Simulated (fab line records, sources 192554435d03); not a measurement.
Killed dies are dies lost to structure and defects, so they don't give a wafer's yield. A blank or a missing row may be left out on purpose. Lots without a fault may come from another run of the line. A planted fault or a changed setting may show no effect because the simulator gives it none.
Problem report in the 8D (eight disciplines) form, filled by code | flow n5_finfet | the parts of the form that need people (team, actions taken, sign-off) are left out

1. THE PROBLEM
killed_at_M4_up at N5_PASSIVATION_PROBE_49 reads a mean of 101 on 2 wafers of 2 lots; wafers without a fault read 14 with a standard deviation of 5. That is +17 standard deviations from the usual mean.
First seen on wafer L530.5, day 19 03:49, on prober-01. The record holds 6 wafers of 2 lots with a number at this step. Rule for "out", or "out of limits": more than 4 standard deviations from the usual mean. The other wafers with a number count as sound.

2. WHAT IT IS AND WHAT IT IS NOT
question                    | is                                                                                             | is not
which readings at this step | killed_at_M4_up, defect_limited_yield, killed_dies, killed_on_rim, sort_n_pass, sort_yield_pct | killed_at_M0_to_M3, killed_at_contacts, killed_at_front_end, killed_at_other, killed_open, sort_bin_6_memory
which lots                  | L528, L530                                                                                     | -
which wafers of those lots  | L528.1, L530.5                                                                                 | L528.4, L528.6, L530.1, L530.3
read on which tools         | prober-01, prober-02                                                                           | -
when                        | from day 19 03:49                                                                              | up to then (2 sound wafers); but 2 sound wafers of L528 came after

3. SUSPECTS, AND WHAT RULES EACH OUT
Counting: a tool at a process step up to the reading stays a suspect if it ran every lot that is out. Sound lots after the first of them don't rule it out here, since some wafers of a struck lot are sound.
- pvd_sputter-01 at N5_BEOL_M8_PRE_CLEAN_45 (time 30 s): kept. It ran every lot that is out, first L530 (day 16 01:37).
- pvd_sputter-02 at N5_PASSIVATION_PRE_CLEAN_19: kept. It ran every lot that is out, first L530 (day 18 21:20).
Left after counting: pvd_sputter-01 at N5_BEOL_M8_PRE_CLEAN_45, pvd_sputter-02 at N5_PASSIVATION_PRE_CLEAN_19.

4. THE CAUSE (what the simulator had put in)
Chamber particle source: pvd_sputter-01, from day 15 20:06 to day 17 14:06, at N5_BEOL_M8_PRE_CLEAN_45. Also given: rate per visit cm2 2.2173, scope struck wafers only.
Counting left 2 suspects, and this tool is among them.

5. THE CHAIN OF EFFECTS, in route order
Each row: a reading whose mean over the struck wafers that have a number lies more than 3 standard deviations from the usual. Only readings for which the record gives a usual standard deviation are gone through. hours: the time from each lot's start at the first step in this table that gives one to its start at this step, as a median over the lots. sigmas: the change in usual standard deviations.
hours | step                    | reading              | usual  | on struck wafers | change | sigmas
0     | N5_PASSIVATION_PROBE_49 | defect_limited_yield | 91.2 % | 84.4             | -6.8   | -5.2
0     | N5_PASSIVATION_PROBE_49 | killed_at_M4_up      | 14     | 101              | +87    | +17
0     | N5_PASSIVATION_PROBE_49 | killed_dies          | 104    | 183              | +79    | +5.3
0     | N5_PASSIVATION_PROBE_49 | killed_on_rim        | 14     | 33               | +19    | +5.1
0     | N5_PASSIVATION_PROBE_49 | sort_bin_5_function  | 5.2 %  | 9.4              | +4.2   | +4.9
0     | N5_PASSIVATION_PROBE_49 | sort_n_pass          | 1076   | 997              | -79    | -5.3
0     | N5_PASSIVATION_PROBE_49 | sort_yield_pct       | 91.2 % | 84.4             | -6.8   | -5.2
The process steps in it:
- N5_PASSIVATION_PROBE_49

6. WHAT WOULD HAVE CAUGHT IT SOONER
In this record the first reading out of limits was taken at day 19 03:49, 80 hours after the fault began at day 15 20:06.
Of the tool readings at N5_BEOL_M8_PRE_CLEAN_45 for which the record gives a usual standard deviation, none was out on any struck wafer, so an alarm limit of 4 standard deviations on them would not have fired.
All the lots that are out (2) had begun N5_BEOL_M8_PRE_CLEAN_45 on pvd_sputter-01 by day 19 03:49. A hold on the tool at that time would have spared none of them.
